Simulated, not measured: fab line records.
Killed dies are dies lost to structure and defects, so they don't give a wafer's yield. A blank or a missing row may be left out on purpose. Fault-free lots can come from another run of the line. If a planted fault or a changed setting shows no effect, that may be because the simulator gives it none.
fab line records ; flow nand_harc
record: lots: 10; wafers: 30; last_day: 34
route steps=1302 shown P_CONTACT@240 P_M0@261 END@1302
lots untouched by any fault: they come from a run of this same line in which no faults occurred
start_h: the number of hours between the record's first day and the start of the first shown wafer of the lot ; wait_h: hours since the lot's step before ; " repeats the value in the row above ; L1.1+2: one row covering several wafers at once ; - value missing, or start not given ; * or withheld: withheld ; < > ~ a bound
route shown NAME@n: NAME is a module with steps in the file, n the number in the route of the first one ; usual: mean/standard deviation taken from wafers without a fault ; same: alike in all rows ; chamber/n: place in a boat ; sites: readings site by site ; _std_site: how widely they spread, as a standard deviation ; _edge_site: inner sites' mean taken away from outer sites' mean ; radius_mm: for every site, how far away it sits from the centre of the wafer ; mask NAME#n: copy n ; behind: the last tool/chamber to shape the wafer ; hold: the reason the lot was held/the length of the hold in hours/how it ended ; device: whichever transistor did not switch (one of n, p or np) ; end of line: at the end of the route, the tests of the same wafers ; where a step has no rows: the recipe by itself ; killed: at the first sort, the dies lost to defects and structure; wafer yield is something else ; map: per-die view of a wafer (x killed, . not killed, _ where there is no die)
set.NAME: the setting that was run; set.NAME@STEP: the one run at that earlier step ; model.NAME: the simulator's own value behind a step, which no gauge read
the route's steps for a sample of lots (tables are steps, rows are wafers)
services: when a tool's chamber went out of use (start_h, in hours from the record's first day, below 0 if earlier), for how many hours, and the reason
== steps ==
step: NHARC_P_CONTACT_ETCH_31
recipe: target_depth_a: 300; time_s: 85.7; ion_energy_ev: 120; over_etch_frac: 1; ch3f_flow_sccm: 50; o2_flow_sccm: 30; ar_flow_sccm: 200; rf_w: 500; bias_w: 100; chemistry: CH3F/O2
usual: drypump_motor_current_A: 5.7/0.46; o2_flow_sccm: 30.00/0.084; oes_product_au: 0.978/0.013; rf_vpp_V: 245.2/1.4; showerhead_plenum_p_Torr: 2.52/0.081; throttle_valve_pct: 20.663/0.009
lot.wafer;tool;chamber;start_h;wait_h;drypump_motor_current_A;o2_flow_sccm;oes_product_au;rf_hours_counter_h;rf_vpp_V;showerhead_plenum_p_Torr;throttle_valve_pct
L685.3;rie_diel-12;3;-;-;5.1;29.98;0.982;0.4;243.1;2.54;20.677
L685.4;rie_diel-12;0;-;-;5.1;30.08;0.988;0.8;247.5;2.61;20.660
L685.5;rie_diel-12;2;-;-;6.4;30.03;0.970;-;243.7;2.37;20.670
L690.2;rie_diel-07;3;-;-;6.0;30.11;0.992;2.9;246.1;2.50;20.666
L690.3;rie_diel-07;1;-;-;5.2;30.08;0.978;2.3;247.1;2.63;20.651
L690.5;rie_diel-07;3;-;-;6.0;30.18;0.995;-;246.2;2.50;20.668
L691.2;rie_diel-12;2;-;-;6.4;30.01;0.968;2.5;242.5;2.37;20.659
L691.4;rie_diel-12;3;-;-;5.0;30.02;0.988;2.2;247.0;2.54;20.665
L691.3;rie_diel-12;1;-;-;5.3;30.13;0.991;2.8;245.4;2.50;20.662
L692.4;rie_diel-07;1;-;-;5.2;30.09;0.975;3.6;245.3;2.63;20.661
L692.1;rie_diel-07;2;-;-;6.5;29.86;0.990;3.3;243.0;2.38;20.663
L692.2;rie_diel-07;0;-;-;5.5;29.96;0.979;3.7;246.9;2.56;20.663
L696.2;rie_diel-02;1;-;-;5.8;30.02;0.991;0.4;245.3;2.55;20.659
L696.1;rie_diel-02;0;-;-;5.6;29.92;0.986;0.4;245.1;2.46;20.680
L696.5;rie_diel-02;1;-;-;5.8;30.12;0.991;-;245.8;2.55;20.676
L697.3;rie_diel-12;3;-;-;5.1;29.97;0.992;3.9;245.5;2.54;20.655
L697.2;rie_diel-12;0;-;-;5.1;29.86;0.997;3.7;245.3;2.61;20.668
L697.5;rie_diel-12;2;-;-;6.4;29.94;0.985;-;244.2;2.37;20.657
L700.1;rie_diel-07;3;-;-;6.1;30.02;0.995;8.0;243.3;2.49;20.648
L700.3;rie_diel-07;0;-;-;5.5;29.97;0.997;7.2;246.3;2.56;20.656
L700.2;rie_diel-07;1;-;-;5.2;30.10;0.993;8.6;247.3;2.62;20.674
L703.3;rie_diel-12;0;-;-;5.1;29.94;0.965;0.4;247.6;2.61;20.664
L703.1;rie_diel-12;2;-;-;6.4;29.93;0.971;1.2;242.8;2.37;20.656
L703.4;rie_diel-12;3;-;-;5.0;30.02;0.988;1.3;246.3;2.54;20.652
L707.1;rie_diel-07;3;-;-;6.1;29.92;0.957;2.5;244.0;2.49;20.668
L707.3;rie_diel-07;0;-;-;5.5;29.93;0.976;2.3;244.7;2.56;20.654
L707.4;rie_diel-07;1;-;-;5.2;30.05;0.981;2.0;245.6;2.62;20.666
L708.3;rie_diel-12;1;-;-;5.3;30.09;0.965;2.4;244.5;2.50;20.651
L708.4;rie_diel-12;2;-;-;6.4;29.93;0.979;-;243.3;2.37;20.676
L708.6;rie_diel-12;1;-;-;5.3;29.93;0.969;-;244.5;2.50;20.666
step: NHARC_P_CONTACT_STRIP_28
recipe: o2_flow_sccm: 500; ar_flow_sccm: 0; bias_w: 0; chemistry: O2
usual: drypump_motor_current_A: 5.8/0.43; o2_flow_sccm: 500.0/1.5; oes_product_au: 1.001/0.0075; rf_vpp_V: 58.1/0.97; showerhead_plenum_p_Torr: 3.61/0.11; throttle_valve_pct: 17.038/0.0084
lot.wafer;tool;chamber;start_h;wait_h;drypump_motor_current_A;o2_flow_sccm;oes_product_au;rf_hours_counter_h;rf_vpp_V;showerhead_plenum_p_Torr;throttle_valve_pct
L685.3;rie_diel-02;3;123.14;0.1;5.9;500.3;0.994;1.7;58.3;3.72;17.051
L685.4;rie_diel-02;1;123.14;0.1;5.7;502.6;1.001;2.0;57.3;3.66;17.037
L685.5;rie_diel-02;0;123.14;0.1;5.6;499.7;0.999;-;57.9;3.53;17.040
L690.2;rie_diel-12;1;169.33;0.1;5.3;499.3;1.003;2.2;57.3;3.58;17.032
L690.3;rie_diel-12;2;169.33;0.1;6.4;502.2;1.000;2.0;57.9;3.40;17.038
L690.5;rie_diel-12;0;169.33;0.1;5.1;501.2;1.002;-;57.8;3.74;17.039
L691.3;rie_diel-02;1;181.03;0.1;5.8;500.0;0.996;3.3;58.9;3.66;17.036
L691.4;rie_diel-02;2;181.03;0.1;6.0;501.9;0.998;3.4;59.3;3.70;17.032
L691.2;rie_diel-02;3;181.03;0.1;5.8;502.6;0.992;3.3;60.4;3.72;17.044
L692.2;rie_diel-12;2;183.30;0.1;6.4;496.9;0.995;2.6;56.9;3.40;17.040
L692.1;rie_diel-12;3;183.30;0.1;5.0;501.0;1.005;2.2;57.7;3.64;17.047
L692.4;rie_diel-12;0;183.30;0.1;5.1;505.2;1.003;2.8;60.0;3.74;17.049
L696.2;rie_diel-07;3;229.29;0.1;6.1;497.5;0.993;6.0;57.8;3.58;17.039
L696.1;rie_diel-07;0;229.29;0.1;5.5;500.6;1.000;5.0;58.7;3.67;17.046
L696.5;rie_diel-07;0;229.29;0.1;5.5;500.7;0.993;-;58.5;3.67;17.037
L697.3;rie_diel-07;0;235.19;0.1;5.5;502.7;1.000;5.2;60.7;3.67;17.032
L697.2;rie_diel-07;3;235.19;0.1;6.1;499.6;1.007;6.2;57.9;3.58;17.038
L697.5;rie_diel-07;1;235.19;0.1;5.2;497.7;1.001;-;59.2;3.76;17.042
L700.1;rie_diel-07;3;265.88;0.1;6.0;500.3;1.008;8.0;57.8;3.58;17.035
L700.2;rie_diel-07;0;265.88;0.1;5.5;497.8;0.995;7.3;58.3;3.67;17.038
L700.3;rie_diel-07;1;265.88;0.1;5.2;497.6;0.991;8.7;59.0;3.76;17.038
L703.3;rie_diel-07;3;306.07;0.1;6.0;498.3;0.989;0.1;57.2;3.58;17.060
L703.1;rie_diel-07;0;306.07;0.1;5.5;500.4;0.991;0.1;59.1;3.67;17.032
L703.4;rie_diel-07;1;306.07;0.1;5.2;499.1;0.997;0.1;59.8;3.76;17.045
L707.1;rie_diel-02;3;339.48;0.1;5.8;499.4;0.993;3.9;58.4;3.72;17.038
L707.3;rie_diel-02;1;339.48;0.1;5.8;502.6;1.008;3.8;58.5;3.66;17.034
L707.4;rie_diel-02;2;339.48;0.1;6.0;500.4;1.003;3.9;58.4;3.70;17.046
L708.4;rie_diel-02;0;351.47;0.1;5.6;499.7;1.006;3.3;58.7;3.53;17.052
L708.3;rie_diel-02;3;351.47;0.1;5.8;501.8;1.001;4.1;58.2;3.72;17.037
L708.6;rie_diel-02;0;351.47;0.1;5.6;501.5;1.014;-;58.8;3.53;17.036
step: NHARC_P_M0_PEB_07
recipe: peb_temp_c: 100; peb_time_s: 65
usual: heater_power_total_W: 156.6/0.43; plate_temp_C: 99.99/0.15
lot.wafer;tool;chamber;start_h;wait_h;heater_power_total_W;plate_temp_C
L685.3;litho_track-06;0;126.10;0.0;156.7;99.85
L685.4;litho_track-06;0;126.10;0.0;156.1;99.97
L685.5;litho_track-06;0;126.10;0.0;156.1;99.77
L690.2;litho_track-01;0;172.28;0.1;156.4;99.96
L690.3;litho_track-01;0;172.28;0.1;157.1;99.98
L690.5;litho_track-01;0;172.28;0.1;157.1;100.08
L691.2;litho_track-04;0;184.02;0.1;156.0;100.33
L691.3;litho_track-04;0;184.02;0.1;156.8;100.26
L691.4;litho_track-04;0;184.02;0.1;156.8;100.16
L692.1;litho_track-06;0;186.23;0.1;156.1;100.15
L692.2;litho_track-06;0;186.23;0.1;157.1;100.21
L692.4;litho_track-06;0;186.23;0.1;157.0;100.27
L696.1;litho_track-06;0;232.39;0.1;156.6;99.90
L696.2;litho_track-06;0;232.39;0.1;156.6;99.69
L696.5;litho_track-06;0;232.39;0.1;157.0;99.80
L697.2;litho_track-06;0;238.23;0.1;162.4;102.52
L697.3;litho_track-06;0;238.23;0.1;161.3;102.33
L697.5;litho_track-06;0;238.23;0.1;162.4;102.35
L700.1;litho_track-06;0;268.87;0.1;162.5;102.75
L700.2;litho_track-06;0;268.87;0.1;162.4;102.71
L700.3;litho_track-06;0;268.87;0.1;162.0;102.56
L703.1;litho_track-04;0;309.03;0.1;156.5;100.05
L703.3;litho_track-04;0;309.03;0.1;156.7;100.00
L703.4;litho_track-04;0;309.03;0.1;156.0;99.87
L707.1;litho_track-01;0;342.30;0.1;156.3;100.03
L707.3;litho_track-01;0;342.30;0.1;157.1;99.94
L707.4;litho_track-01;0;342.30;0.1;156.0;99.98
L708.3;litho_track-04;0;354.57;0.0;157.2;99.90
L708.4;litho_track-04;0;354.57;0.0;155.9;99.89
L708.6;litho_track-04;0;354.57;0.0;156.6;100.01
step: NHARC_P_M0_CD_MEAS_09
recipe: target_cd_nm: 90; landing_energy_ev: 500
usual: cd_nm: 90.3/0.62
lot.wafer;tool;chamber;start_h;wait_h;cd_nm
L685.3;cd_sem-01;0;126.18;-;90.1
L685.4;cd_sem-01;0;126.18;-;90.8
L685.5;cd_sem-01;0;126.18;-;90.6
L690.2;cd_sem-01;0;172.36;-;90.6
L690.3;cd_sem-01;0;172.36;-;89.7
L690.5;cd_sem-01;0;172.36;-;89.8
L691.2;cd_sem-02;0;184.10;-;90.0
L691.3;cd_sem-02;0;184.10;-;90.8
L691.4;cd_sem-02;0;184.10;-;90.9
L692.1;cd_sem-03;0;186.32;-;90.6
L692.2;cd_sem-03;0;186.32;-;90.7
L692.4;cd_sem-03;0;186.32;-;90.2
L696.1;cd_sem-03;0;232.47;-;90.4
L696.2;cd_sem-03;0;232.47;-;90.7
L696.5;cd_sem-03;0;232.47;-;91.5
L697.2;cd_sem-01;0;238.31;-;100.4
L697.3;cd_sem-01;0;238.31;-;99.2
L697.5;cd_sem-01;0;238.31;-;99.3
L700.1;cd_sem-03;0;268.95;-;98.5
L700.2;cd_sem-03;0;268.95;-;98.8
L700.3;cd_sem-03;0;268.95;-;98.9
L703.1;cd_sem-01;0;309.11;-;90.5
L703.3;cd_sem-01;0;309.11;-;90.1
L703.4;cd_sem-01;0;309.11;-;89.9
L707.1;cd_sem-01;0;342.38;-;90.1
L707.3;cd_sem-01;0;342.38;-;89.6
L707.4;cd_sem-01;0;342.38;-;89.7
L708.3;cd_sem-03;0;354.65;-;89.0
L708.4;cd_sem-03;0;354.65;-;89.9
L708.6;cd_sem-03;0;354.65;-;88.8
step: NHARC_P_M0_INSPECT_11
usual: raw_defect_count: 4.9/2.6
lot.wafer;tool;chamber;start_h;wait_h;raw_defect_count
L685.3;defect_inspect-01;-;126.30;0.0;10
L685.4;defect_inspect-01;-;126.30;0.0;6
L685.5;defect_inspect-01;-;126.30;0.0;11
L690.2;defect_inspect-02;-;172.49;0.0;7
L690.3;defect_inspect-02;-;172.49;0.0;4
L690.5;defect_inspect-02;-;172.49;0.0;3
L691.2;defect_inspect-01;-;184.22;0.0;6
L691.3;defect_inspect-01;-;184.22;0.0;6
L691.4;defect_inspect-01;-;184.22;0.0;2
L692.1;defect_inspect-01;-;186.45;0.0;7
L692.2;defect_inspect-01;-;186.45;0.0;3
L692.4;defect_inspect-01;-;186.45;0.0;6
L696.1;defect_inspect-01;-;232.59;0.0;5
L696.2;defect_inspect-01;-;232.59;0.0;10
L696.5;defect_inspect-01;-;232.59;0.0;6
L697.2;defect_inspect-02;-;238.44;0.0;3
L697.3;defect_inspect-02;-;238.44;0.0;1
L697.5;defect_inspect-02;-;238.44;0.0;3
L700.1;defect_inspect-02;-;269.08;0.0;4
L700.2;defect_inspect-02;-;269.08;0.0;0
L700.3;defect_inspect-02;-;269.08;0.0;1
L703.1;defect_inspect-01;-;309.23;0.0;5
L703.3;defect_inspect-01;-;309.23;0.0;7
L703.4;defect_inspect-01;-;309.23;0.0;3
L707.1;defect_inspect-02;-;342.50;0.0;5
L707.3;defect_inspect-02;-;342.50;0.0;3
L707.4;defect_inspect-02;-;342.50;0.0;1
L708.3;defect_inspect-02;-;354.77;0.0;2
L708.4;defect_inspect-02;-;354.77;0.0;5
L708.6;defect_inspect-02;-;354.77;0.0;1
step: NHARC_END_SORT_01
recipe: temp_c: 25
usual: defect_limited_yield: 92.0/2.8; killed_at_array: 49/19; killed_at_other: 0.9/1.1; killed_at_periphery: 4.0/2.7; killed_dies: 54/19; killed_open: 3.3/1.8; killed_short: 2.6/1.6; sort_bin_2_pct: 2.9/1.2; sort_bin_3_pct: 0.5/0.36; sort_bin_4_pct: 4.6/1.5; sort_n_pass: 623/19; sort_rim_yield_pct: 91/4.7; sort_yield_pct: 92.0/2.8
same: gross_dies: 677; sort_bin_5_pct[%]: 0; sort_bin_6_pct[%]: 0; sort_bin_7_pct[%]: 0; sort_bin_8_pct[%]: 0; sort_rim_n_gross: 106.00
lot.wafer;tool;chamber;start_h;wait_h;defect_limited_yield[%];killed_at_array;killed_at_other;killed_at_periphery;killed_dies;killed_open;killed_short;sort_bin_2_pct[%];sort_bin_3_pct[%];sort_bin_4_pct[%];sort_n_pass;sort_rim_yield_pct[%];sort_yield_pct[%]
L690.2;prober-01;0;615.86;2.8;97.0;19;0;1;20;2;2;1.0;0;1.9;657;91;97.0
L690.3;prober-01;0;616.66;3.1;94.4;33;0;5;38;8;5;1.8;0.3;3.5;639;95;94.4
L690.5;prober-01;0;618.26;3.7;96.9;18;0;3;21;4;1;0.7;0;2.4;656;97;96.9
L696.1;prober-02;0;670.35;2.5;93.4;39;2;4;45;2;3;2.1;0.3;4.3;632;91;93.4
L696.2;prober-02;0;671.14;2.8;92.8;40;0;9;49;2;1;2.7;0.4;4.1;628;93;92.8
L696.5;prober-02;0;673.51;3.7;95.0;31;0;3;34;3;0;1.6;0.4;3.0;643;94;95.0
L697.2;prober-02;0;686.37;2.8;91.0;59;1;1;61;5;3;2.2;0.6;6.2;616;94;91.0
L697.3;prober-02;0;687.16;3.1;91.7;51;3;2;56;4;1;2.4;0.6;5.3;621;89;91.7
L697.5;prober-02;0;688.74;3.7;93.6;39;1;3;43;4;1;1.8;0.4;4.1;634;92;93.6
L700.1;prober-02;0;722.56;2.5;95.6;26;0;4;30;2;6;1.6;0.3;2.5;647;93;95.6
L700.2;prober-02;0;723.36;2.8;96.2;25;0;1;26;2;3;0.9;0.3;2.7;651;98;96.2
L700.3;prober-02;0;724.16;3.1;94.8;30;1;4;35;5;5;2.1;0;3.1;642;96;94.8
killed by level:class
L690.2 A_CHANNEL_HOLE_D2:chamber_film_flake=8 A_STAIRCASE:chamber_film_flake=3 A_CONTACT:chamber_film_flake=2 A_ONON_D1:geometric_particle:short=1 A_CHANNEL_FILL_D1:geometric_particle:open=1 A_WL_FILL:geometric_particle:short=1 A_WL_FILL:geometric_particle:open=1 P_GATE:chamber_film_flake=1
L690.3 A_CHANNEL_HOLE_D2:chamber_film_flake=14 A_ONON_D1:geometric_particle:short=3 P_GATE:chamber_film_flake=3 A_CONTACT:chamber_film_flake=3 A_CHANNEL_HOLE_D1:chamber_film_flake=2 A_STAIRCASE:chamber_film_flake=2 P_GATE:geometric_particle:open=1 P_CONTACT:geometric_particle:open=1
L690.5 A_CHANNEL_HOLE_D2:chamber_film_flake=10 P_GATE:chamber_film_flake=2 A_CHANNEL_HOLE_D1:chamber_film_flake=2 A_CONTACT:chamber_film_flake=2 P_GATE:geometric_particle:open=1 A_CHANNEL_FILL_D1:geometric_particle:short=1 A_CHANNEL_HOLE_D2:geometric_particle:open=1 A_CHANNEL_FILL_D2:geometric_particle:open=1
L696.1 A_CHANNEL_HOLE_D1:chamber_film_flake=9 A_CHANNEL_HOLE_D2:chamber_film_flake=7 A_WL_FILL:chamber_film_flake=4 P_CONTACT:chamber_film_flake=4 A_CHANNEL_FILL_D1:chamber_film_flake=3 A_BONDPAD:chamber_film_flake=3 A_CHANNEL_FILL_D2:chamber_film_flake=2 A_STAIRCASE:chamber_film_flake=2
L696.2 A_CHANNEL_HOLE_D2:chamber_film_flake=20 P_CONTACT:chamber_film_flake=8 A_CHANNEL_HOLE_D1:chamber_film_flake=6 A_CHANNEL_FILL_D1:chamber_film_flake=2 A_STAIRCASE:chamber_film_flake=2 A_SLIT:chamber_film_flake=2 A_WL_FILL:chamber_film_flake=2 A_BONDPAD:chamber_film_flake=2
L696.5 A_CHANNEL_HOLE_D2:chamber_film_flake=9 A_WL_FILL:chamber_film_flake=4 A_BONDPAD:chamber_film_flake=4 P_CONTACT:chamber_film_flake=3 A_SLIT:chamber_film_flake=3 A_CHANNEL_HOLE_D1:chamber_film_flake=2 A_CHANNEL_FILL_D1:chamber_film_flake=2 A_DECK1_JOINT:geometric_particle:open=1
L697.2 A_CHANNEL_HOLE_D1:chamber_film_flake=34 A_CHANNEL_FILL_D1:chamber_film_flake=7 A_STAIRCASE:chamber_film_flake=6 A_WL_FILL:geometric_particle:short=3 A_CHANNEL_FILL_D1:geometric_particle:open=2 A_WL_FILL:chamber_film_flake=2 P_CONTACT:geometric_particle:open=1 A_SOURCE_PLATE:geometric_particle:open=1
L697.3 A_CHANNEL_HOLE_D1:chamber_film_flake=32 A_STAIRCASE:chamber_film_flake=5 A_WL_FILL:chamber_film_flake=4 THIN_TSV:chamber_film_flake=2 A_SLIT:chamber_film_flake=2 A_CONTACT:chamber_film_flake=2 P_GATE:geometric_particle:open=1 A_CHANNEL_FILL_D1:geometric_particle:open=1
L697.5 A_CHANNEL_HOLE_D1:chamber_film_flake=18 A_CHANNEL_FILL_D1:chamber_film_flake=5 A_STAIRCASE:chamber_film_flake=4 A_SLIT:chamber_film_flake=3 A_CONTACT:chamber_film_flake=3 A_WL_FILL:chamber_film_flake=2 P_M0:geometric_particle:open=1 A_CHANNEL_FILL_D1:geometric_particle:open=1
L700.1 A_CHANNEL_HOLE_D1:chamber_film_flake=8 A_CONTACT:chamber_film_flake=7 A_CHANNEL_FILL_D1:geometric_particle:short=2 P_ZERO_WELL:chamber_film_flake=2 A_STAIRCASE:chamber_film_flake=2 P_GATE:geometric_particle:open=1 A_ONON_D1:geometric_particle:short=1 A_DECK1_JOINT:geometric_particle:short=1
L700.2 A_CHANNEL_HOLE_D1:chamber_film_flake=9 A_CONTACT:chamber_film_flake=4 A_SLIT:chamber_film_flake=3 A_DECK1_JOINT:chamber_film_flake=2 A_CHANNEL_HOLE_D2:chamber_film_flake=2 P_CONTACT:geometric_particle:open=1 A_ONON_D1:geometric_particle:short=1 A_ONON_D2:geometric_particle:short=1
L700.3 A_CHANNEL_HOLE_D1:chamber_film_flake=9 A_CONTACT:chamber_film_flake=5 A_STAIRCASE:chamber_film_flake=3 A_SLIT:chamber_film_flake=3 P_CONTACT:geometric_particle:open=2 A_CHANNEL_HOLE_D2:geometric_particle:short=2 P_GATE:geometric_particle:short=1 A_CHANNEL_FILL_D1:geometric_particle:open=1
== services ==
tool;chamber;start_h;hours;kind
rie_diel-07;-;117.20;9.0;pm
rie_diel-02;0;135.11;7.3;repair
rie_diel-07;2;152.82;14.4;repair
litho_track-01;-;155.00;7.0;pm
litho_track-06;-;179.00;7.0;pm
rie_diel-12;0;189.20;18.0;repair
litho_track-04;-;203.01;7.0;pm
rie_diel-02;0;209.87;11.0;repair
rie_diel-07;0;212.98;8.6;repair
rie_diel-02;-;216.70;9.0;pm
rie_diel-12;-;218.20;0.8;repair
rie_diel-02;0;266.76;11.7;repair
rie_diel-12;0;267.04;37.2;repair
rie_diel-12;-;268.44;9.0;pm
rie_diel-07;-;294.20;9.0;pm
rie_diel-07;0;306.84;2.5;repair
rie_diel-12;1;312.92;2.7;repair
rie_diel-02;-;319.61;0.5;repair
rie_diel-02;2;329.30;1.9;repair
litho_track-01;-;330.00;7.0;pm
rie_diel-12;3;348.33;5.5;repair
rie_diel-12;2;351.71;2.7;repair
rie_diel-02;1;352.42;9.2;repair
litho_track-06;-;354.00;7.0;pm
== key ==
first_sign: step: NHARC_P_M0_PEB_07; reading: plate_temp_C; direction: up; sigmas: 17; usual: *; struck: *
effect: step: NHARC_P_M0_PEB_07; reading: heater_power_total_W; direction: up; sigmas: 13; usual: *; struck: *
effect: step: NHARC_P_M0_CD_MEAS_09; reading: cd_nm; direction: up; sigmas: 14; usual: 90.3; struck: 99.2
met_at NHARC_P_M0_PEB_07
struck_lots L697,L700
not_acting_at NHARC_P_CONTACT_ETCH_31,NHARC_P_CONTACT_STRIP_28,NHARC_P_M0_INSPECT_11
onset_between 232.39 238.23
fault: kind: process_parameter_drift; tool: litho_track-06; chamber: -; onset_h: 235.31; steps: NHARC_P_M0_PEB_07; channel: peb_temp_c; offset: *; shape: step; end_h: 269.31; acts_in: *; stated: *
